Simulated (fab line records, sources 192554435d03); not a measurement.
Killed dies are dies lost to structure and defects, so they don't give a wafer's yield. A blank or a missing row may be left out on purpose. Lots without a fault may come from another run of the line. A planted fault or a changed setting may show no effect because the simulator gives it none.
fab line records | flow n5_finfet | part 2 of 2: steps 27 to 39 of 39
record lots=5 wafers=15 last_day=18
route steps=1938 shown PMOS_HMC_CHANNEL_EPI@73 FIN_SAQP@90
lots that met no fault: from a run of the same line without faults
start_h: hours from the record's first day to the start of the lot's first wafer shown | wait_h: hours since the lot's step before | " the same as in the row above | L1.1+2: a row that stands for several wafers | - no value, or no start given | * or withheld: withheld | < > ~ a bound
route shown NAME@n: a module of which the file shows steps, and the number in the route of the first | usual: mean/standard deviation of fault-free wafers | same: alike in all rows | chamber/n: place in a boat | sites: the reading at each site | _std_site: their standard deviation | _edge_site: outer sites' mean less inner sites' | radius_mm: how far each site lies from the wafer's centre | mask NAME#n: copy n | behind: the tool/chamber that last shaped the wafer | hold: why the lot was held/for how many hours/how that ended | device: the transistor (n, p or np) that didn't switch | end of line: the same wafers' tests at the end of the route | a step without rows: its recipe alone | killed: dies lost to structure and defects at the first sort, not the wafer's yield | map: a wafer's dies, x killed, . not, _ none there
set.NAME: the setting as run; set.NAME@STEP: as run at that earlier step | model.NAME: the simulator's own value behind a step, which no gauge read
lots at some steps of the route; a table a step, a row a wafer
services: from which hour (start_h, from the record's first day; less than 0 if before it) a tool's chamber was out of use, for how many hours, and why
## steps
# step N5_FIN_SAQP_PECVD_06
# recipe material=a-Si target_thk_a=600 temp_c=400 precursor=SiH4/He pressure_torr=3 rf_w=100 time_s=48.1
# usual heater_power_w=853/120 showerhead_plenum_p_Torr=5.69/0.047 throttle_valve_pct=18.7/0.81
# columns lot.wafer tool chamber start_h wait_h heater_power_w showerhead_plenum_p_Torr throttle_valve_pct
L074.1 pecvd-01 1 21.49 0.0 883 5.72 20.5
L074.4 " 1 " " 882 5.73 20.2
L074.5 " 0 " " 702 5.62 19.3
L078.1 pecvd-01 0 44.75 0.0 707 5.62 19.1
L078.3 " 2 " " 840 5.71 18.0
L078.4 " 0 " " 697 5.61 19.4
L083.3 pecvd-02 2 75.59 0.0 784 5.73 18.3
L083.4 " 0 " " 812 5.73 17.9
L083.6 " 1 " " 1078 5.70 19.2
L090.2 pecvd-03 1 117.14 0.0 1054 5.64 18.8
L090.3 " 2 " " 809 5.62 18.6
L090.5 " 2 " " 824 5.62 18.2
L097.2 pecvd-03 0 160.81 0.0 956 5.70 17.8
L097.3 " 1 " " 978 5.64 19.0
L097.5 " 1 " " 991 5.64 18.8
# step N5_FIN_SAQP_THK_MEAS_07
# usual thk_nm=60.1/0.81
# columns lot.wafer tool chamber start_h wait_h thk_nm
L074.1 film_metro-01 - 21.58 0.1 59.0
L074.4 " - " " 60.3
L074.5 " - " " 60.6
L078.1 film_metro-02 - 44.84 0.1 60.1
L078.3 " - " " 60.5
L078.4 " - " " 60.6
L083.3 film_metro-02 - 75.68 0.1 59.8
L083.4 " - " " 61.3
L083.6 " - " " 61.6
L090.2 film_metro-02 - 117.23 0.1 59.2
L090.3 " - " " 58.7
L090.5 " - " " 59.6
L097.2 film_metro-01 - 160.90 0.1 59.4
L097.3 " - " " 60.2
L097.5 " - " " 60.5
# step N5_FIN_SAQP_HM_DEP_72
# recipe material=SiO2 target_thk_a=120 temp_c=400 precursor=SiH4/N2O pressure_torr=0.75 rf_w=275 time_s=7.2
# usual heater_power_w=820/100 showerhead_plenum_p_Torr=8.17/0.13
# columns lot.wafer tool chamber start_h wait_h heater_power_w showerhead_plenum_p_Torr
L074.1 pecvd-03 0 21.62 0.0 842 8.25
L074.4 " 1 " " 1009 8.02
L074.5 " 2 " " 837 8.03
L078.1 pecvd-03 0 44.88 0.0 919 8.26
L078.3 " 1 " " 879 8.05
L078.4 " 2 " " 783 8.01
L083.3 pecvd-03 2 75.72 0.0 787 8.00
L083.4 " 1 " " 928 8.05
L083.6 " 2 " " 804 8.03
L090.2 pecvd-03 1 117.26 0.0 943 8.03
L090.3 " 0 " " 800 8.25
L090.5 " 0 " " 783 8.24
L097.2 pecvd-03 2 160.93 0.0 739 8.02
L097.3 " 1 " " 1002 8.03
L097.5 " 1 " " 986 8.03
# step N5_FIN_SAQP_COAT_49
# recipe resist=SOC temp_c=250 time_s=60 spin_rpm=1500 resist_thk_nm=100
# columns lot.wafer tool chamber start_h wait_h
L074.1+4+5 litho_track-02 0 21.69 0.1
L078.1+3+4 litho_track-03 0 44.95 0.1
L083.3+4+6 litho_track-02 0 75.80 0.1
L090.2+3+5 litho_track-02 0 117.35 0.1
L097.2+3+5 litho_track-02 0 161.01 0.1
# step N5_FIN_SAQP_COAT_50
# recipe resist=SiARC temp_c=220 time_s=60 spin_rpm=1500 resist_thk_nm=35
# columns lot.wafer tool chamber start_h wait_h
L074.1+4+5 litho_track-02 0 - -
L078.1+3+4 litho_track-03 0 - -
L083.3+4+6 litho_track-02 0 - -
L090.2+3+5 litho_track-02 0 - -
L097.2+3+5 litho_track-02 0 - -
# step N5_FIN_SAQP_COAT_10
# recipe resist=CAR-ArF spin_rpm=1500 resist_thk_nm=90
# columns lot.wafer tool chamber start_h wait_h
L074.1+4+5 litho_track-02 0 - -
L078.1+3+4 litho_track-03 0 - -
L083.3+4+6 litho_track-02 0 - -
L090.2+3+5 litho_track-02 0 - -
L097.2+3+5 litho_track-02 0 - -
# step N5_FIN_SAQP_EBR_12
# recipe solvent=PGMEA ebr_width_mm=1.5
# columns lot.wafer tool chamber start_h wait_h
L074.1+4+5 litho_track-02 0 - -
L078.1+3+4 litho_track-03 0 - -
L083.3+4+6 litho_track-02 0 - -
L090.2+3+5 litho_track-02 0 - -
L097.2+3+5 litho_track-02 0 - -
# step N5_FIN_SAQP_SOFTBAKE_11
# recipe temp_c=110 time_s=60 resist=CAR-ArF
# columns lot.wafer tool chamber start_h wait_h
L074.1+4+5 litho_track-02 0 - -
L078.1+3+4 litho_track-03 0 - -
L083.3+4+6 litho_track-02 0 - -
L090.2+3+5 litho_track-02 0 - -
L097.2+3+5 litho_track-02 0 - -
# step N5_FIN_SAQP_EXPOSE_13
# recipe mask_id=FIN_CORE na=1.35 source_shape=dipole sigma_inner=0.538 sigma_outer=0.738 polarization=te target_cd_nm=35.6 dose_mj=63.25
# usual reticle_temp_C=23.00/0.1
# same sigma_inner=0.538
# columns lot.wafer tool chamber start_h wait_h mask reticle_temp_C
L074.1 arfi_scanner-02 0 21.94 - FIN_CORE#0 23.01
L074.4 " 0 " " FIN_CORE#0 23.00
L074.5 " 0 " " FIN_CORE#0 23.11
L078.1 arfi_scanner-01 0 45.20 - FIN_CORE#0 23.16
L078.3 " 0 " " FIN_CORE#0 23.30
L078.4 " 0 " " FIN_CORE#0 23.12
L083.3 arfi_scanner-01 0 75.93 - FIN_CORE#0 22.85
L083.4 " 0 " " FIN_CORE#0 22.80
L083.6 " 0 " " FIN_CORE#0 22.99
L090.2 arfi_scanner-02 0 117.60 - FIN_CORE#0 22.90
L090.3 " 0 " " FIN_CORE#0 22.95
L090.5 " 0 " " FIN_CORE#0 22.95
L097.2 arfi_scanner-01 0 161.13 - FIN_CORE#0 22.86
L097.3 " 0 " " FIN_CORE#0 22.83
L097.5 " 0 " " FIN_CORE#0 22.93
# step N5_FIN_SAQP_PEB_14
# recipe peb_temp_c=withheld peb_time_s=60 resist=CAR-ArF
# columns lot.wafer tool chamber start_h wait_h
L074.1+4+5 litho_track-02 0 22.00 0.1
L078.1+3+4 litho_track-04 0 45.26 0.1
L083.3+4+6 litho_track-03 0 75.98 0.0
L090.2+3+5 litho_track-02 0 117.66 0.0
L097.2+3+5 litho_track-02 0 161.19 0.0
# step N5_FIN_SAQP_DEVELOP_15
# recipe develop_time_s=30 developer=TMAH resist=CAR-ArF dev_temp_c=23 rinse_liquid=diw dry=air_spin
# columns lot.wafer tool chamber start_h wait_h
L074.1+4+5 litho_track-02 0 - -
L078.1+3+4 litho_track-04 0 - -
L083.3+4+6 litho_track-03 0 - -
L090.2+3+5 litho_track-02 0 - -
L097.2+3+5 litho_track-02 0 - -
# step N5_FIN_SAQP_CD_MEAS_16
# recipe target_cd_nm=35.6 landing_energy_ev=500 detector=se_inlens
# usual cd_nm=35.5/0.3
# columns lot.wafer tool chamber start_h wait_h cd_nm
L074.1 cd_sem-01 0 22.06 - 35.7
L074.4 " 0 " " 35.7
L074.5 " 0 " " 36.3
L078.1 cd_sem-03 0 45.33 - 35.8
L078.3 " 0 " " 35.2
L078.4 " 0 " " 35.0
L083.3 cd_sem-02 0 76.05 - 35.5
L083.4 " 0 " " 35.5
L083.6 " 0 " " 35.5
L090.2 cd_sem-02 0 117.73 - 35.4
L090.3 " 0 " " 35.3
L090.5 " 0 " " 35.7
L097.2 cd_sem-02 0 161.26 - 35.5
L097.3 " 0 " " 35.7
L097.5 " 0 " " 35.8
# step N5_FIN_SAQP_OVL_MEAS_17
# recipe points_per_wafer=44
# usual FIN_CORE_OVL=0.3/0.88
# columns lot.wafer tool chamber start_h wait_h FIN_CORE_OVL[nm]
L074.1 overlay-01 0 22.10 0.0 -0.6
L074.4 " 0 " " -1.5
L074.5 " 0 " " -1.5
L078.1 overlay-01 0 45.37 0.0 0.6
L078.3 " 0 " " 0.1
L078.4 " 0 " " 1.8
L083.3 overlay-01 0 76.08 0.0 -0.4
L083.4 " 0 " " 0.9
L083.6 " 0 " " 1.6
L090.2 overlay-01 0 117.77 0.0 -0.8
L090.3 " 0 " " 0.4
L090.5 " 0 " " 0.2
L097.2 overlay-02 0 161.30 0.0 1.0
L097.3 " 0 " " -1.1
L097.5 " 0 " " -0.5
## services
# columns tool chamber start_h hours kind
cmp-04 - 11.10 6.2 pm
pecvd-02 - 12.25 15.2 repair
arfi_scanner-01 - 16.95 1.0 pm
cmp-04 - 18.91 3.7 repair
pecvd-03 2 21.91 5.2 repair
ald_sin-02 - 28.00 4.3 pm
wet_bench-01 - 28.38 2.3 repair
arfi_scanner-01 - 30.57 4.9 pm
arfi_scanner-01 - 36.17 1.3 pm
pecvd-02 0 43.65 5.7 repair
ald_sin-02 0 43.97 33.2 repair
rie_si-02 - 49.31 14.6 pm
wet_bench-05 - 55.48 2.4 repair
pecvd-01 - 58.70 5.5 pm
arfi_scanner-01 - 61.27 0.8 pm
pecvd-03 - 61.32 3.0 repair
epi_rpcvd-03 - 63.22 6.0 pm
arfi_scanner-01 - 68.08 1.3 repair
pecvd-01 - 101.96 2.1 repair
rie_si-02 2 133.76 5.6 repair
wet_bench-04 - 143.82 4.4 pm
rie_si-03 3 147.08 9.5 repair
rie_si-03 - 152.46 0.6 repair
pecvd-01 - 160.34 2.7 repair
